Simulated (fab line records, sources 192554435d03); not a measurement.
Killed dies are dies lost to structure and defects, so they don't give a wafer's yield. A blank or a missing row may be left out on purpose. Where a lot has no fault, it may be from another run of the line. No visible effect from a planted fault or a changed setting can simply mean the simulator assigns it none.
Problem report in the 8D (eight disciplines) form, filled by code | flow n5_finfet | the parts of the form that need people (team, actions taken, sign-off) are left out

## 1. THE ISSUE
rf_fwd_power_W at N5_BEOL_M7_VIA_ETCH_34 reads a mean of 423.6 W on 2 wafers of 2 lots; wafers without a fault read 341.5 W with a standard deviation of 1.6. Relative to the usual mean, that is a shift of +51 standard deviations.
The step: etches SiCOH lowk in C4F6/O2, target depth 125.5 nm, time 50.5 s.
Seen first at day 10 19:42 on rie_diel-04, wafer L288.1. At this step, 30 wafers from 11 lots have a number in the record. The rule behind "out" and "out of limits": a value lying over 4 standard deviations away from the usual mean. The rest of the wafers with a number are treated as sound.

## 2. WHAT THIS IS AND IS NOT
question                    | is                       | is not
which readings at this step | rf_fwd_power_W, rf_vpp_V | drypump_motor_current_A, oes_product_au, showerhead_plenum_p_Torr, throttle_valve_pct
which lots                  | L288, L291               | L283, L284, L285, L297, L300, L301, L303, L304, L306
which wafers of those lots  | L288.1, L291.5           | L288.3, L288.5, L291.1, L291.4
read on which tools         | rie_diel-04              | rie_diel-02
when                        | from day 10 19:42        | up to then (11 sound wafers); but 17 sound wafers of L291, L297, L300, L301, L303, L304, L306 came after

## 3. SUSPECTS, AND WHAT RULES EACH OUT
Counting: a tool at a process step up to the reading stays a suspect if it ran every lot that is out. Sound lots after the first of them don't rule it out here, since some wafers of a struck lot are sound.
- rie_diel-04 at N5_BEOL_M7_STRIP_67 (strips in CF4): kept. It processed each lot that is out (first: L288, day 10 17:46); up to then, its last sound lot is L283 (day 10 12:20).
- rie_diel-05 at N5_BEOL_M7_STRIP_19 (strips in O2): kept. It processed each lot that is out (first: L288, day 10 17:55); up to then, its last sound lot is L285 (day 10 15:04).
- rie_diel-04 at N5_BEOL_M7_VIA_ETCH_34 (etches SiCOH lowk in C4F6/O2, target depth 125.5 nm, time 50.5 s): kept. It processed each lot that is out (first: L288, day 10 19:42); up to then, its last sound lot is L284 (day 10 16:37). Out on those wafers are its own readings of rf_fwd_power_W, rf_vpp_V.
- In rie_diel-04 at N5_BEOL_M7_VIA_ETCH_34, the wafers that are out were processed in chamber 1 and their sound lot-mates in chambers 0, 3.
Still standing after the count: rie_diel-04 at N5_BEOL_M7_STRIP_67, rie_diel-05 at N5_BEOL_M7_STRIP_19, rie_diel-04 at N5_BEOL_M7_VIA_ETCH_34.

## 4. THE CAUSE (what the simulator had put in)
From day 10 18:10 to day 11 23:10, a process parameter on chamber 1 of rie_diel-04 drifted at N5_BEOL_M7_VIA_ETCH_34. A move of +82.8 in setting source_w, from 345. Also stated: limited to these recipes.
After counting, 3 suspects remain, this tool included.

## 5. THE EFFECT CHAIN, in route order
Each row: a reading where the mean over the struck wafers with a number is more than 3 standard deviations away from the usual. Scope: only readings with a usual standard deviation given in the record; hours: median across lots of the time from each lot's start at the first step in this table that gives one to its start at this step; sigmas: change in usual standard deviations.
hours | step                   | reading        | usual   | on struck wafers | change | sigmas
0     | N5_BEOL_M7_VIA_ETCH_34 | rf_fwd_power_W | 341.5 W | 423.6            | +82.1  | +51
0     | N5_BEOL_M7_VIA_ETCH_34 | rf_vpp_V       | 671 V   | 604              | -66    | -8.9
Here are the process steps it includes:
- N5_BEOL_M7_VIA_ETCH_34: etches SiCOH lowk in C4F6/O2, target depth 125.5 nm, time 50.5 s.

## 6. WHAT WOULD HAVE CAUGHT IT SOONER
The fault began at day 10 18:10; the first out-of-limits reading in this record came at day 10 19:42, 2 hours later.
